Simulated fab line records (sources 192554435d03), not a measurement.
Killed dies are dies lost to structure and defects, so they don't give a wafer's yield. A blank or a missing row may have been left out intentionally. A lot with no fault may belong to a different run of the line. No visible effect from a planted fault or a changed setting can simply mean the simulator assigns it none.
The tool behind it: which one? / flow n5_finfet / 10 lots, 30 wafers sampled, at 1 step of a route of 1938

WHAT THE GAUGES SHOWED, per wafer
N5_BEOL_M15_INSPECT_12: inspects for defects (macro).
lot=L876; measured=day 11 11:52; on=defect_inspect-01; raw_defect_count=2 2 1
lot=L884; measured=day 13 10:11; on=defect_inspect-01; raw_defect_count=2 3 3
lot=L886; measured=day 13 12:44; on=defect_inspect-01; raw_defect_count=2 2 2
lot=L887; measured=day 14 14:05; on=defect_inspect-01; raw_defect_count=1 1 2
lot=L888; measured=day 14 20:10; on=defect_inspect-02; raw_defect_count=3 1 0
lot=L894; measured=day 17 15:37; on=defect_inspect-01; raw_defect_count=0 1 3
lot=L895; measured=day 18 00:37; on=defect_inspect-01; raw_defect_count=5 1 0
lot=L897; measured=day 18 05:43; on=defect_inspect-02; raw_defect_count=2 1 1
lot=L898; measured=day 19 08:47; on=defect_inspect-01; raw_defect_count=2 2 2
lot=L896; measured=day 19 13:15; on=defect_inspect-02; raw_defect_count=1 1 0

WHAT TOOL EACH LOT RAN ON (gives the tool, then ch and the chambers of the sampled wafers, and finally the start)
The record shows no process step preceding these readings.

WHAT THE TOOLS THEMSELVES READ (means of the sampled wafers that have a number; where no wafer has one, the mark that the record gives instead)
The record holds no such reading with a usual standard deviation.

THE ANSWER, worked out from the rows above alone
Rule: the lots themselves supply what counts as usual. The widest of any qualifying gaps counts: lots, ordered by their means at a reading, are off when they make up no more than a third of the lots, leave a main group of 4 or more, and stand apart from it by 3 or more times the standard deviation of that group's means. Not used: any main group whose means are identical at the precision the tables above print for the reading. Also off: a lot with no number at a reading for which 4 or more lots have one. Any other lot the step has rows for is counted as sound. After the gauges, taken in route order, come the tools' own readings; for these a lot's mean is taken, as printed above. At the first step where some lot is off, the reading lying furthest off is the one used; lots without a number count as furthest.
No lot is off on any of the readings shown, so nothing can be concluded from this.

WHAT HAD BEEN PUT IN BY THE SIMULATOR
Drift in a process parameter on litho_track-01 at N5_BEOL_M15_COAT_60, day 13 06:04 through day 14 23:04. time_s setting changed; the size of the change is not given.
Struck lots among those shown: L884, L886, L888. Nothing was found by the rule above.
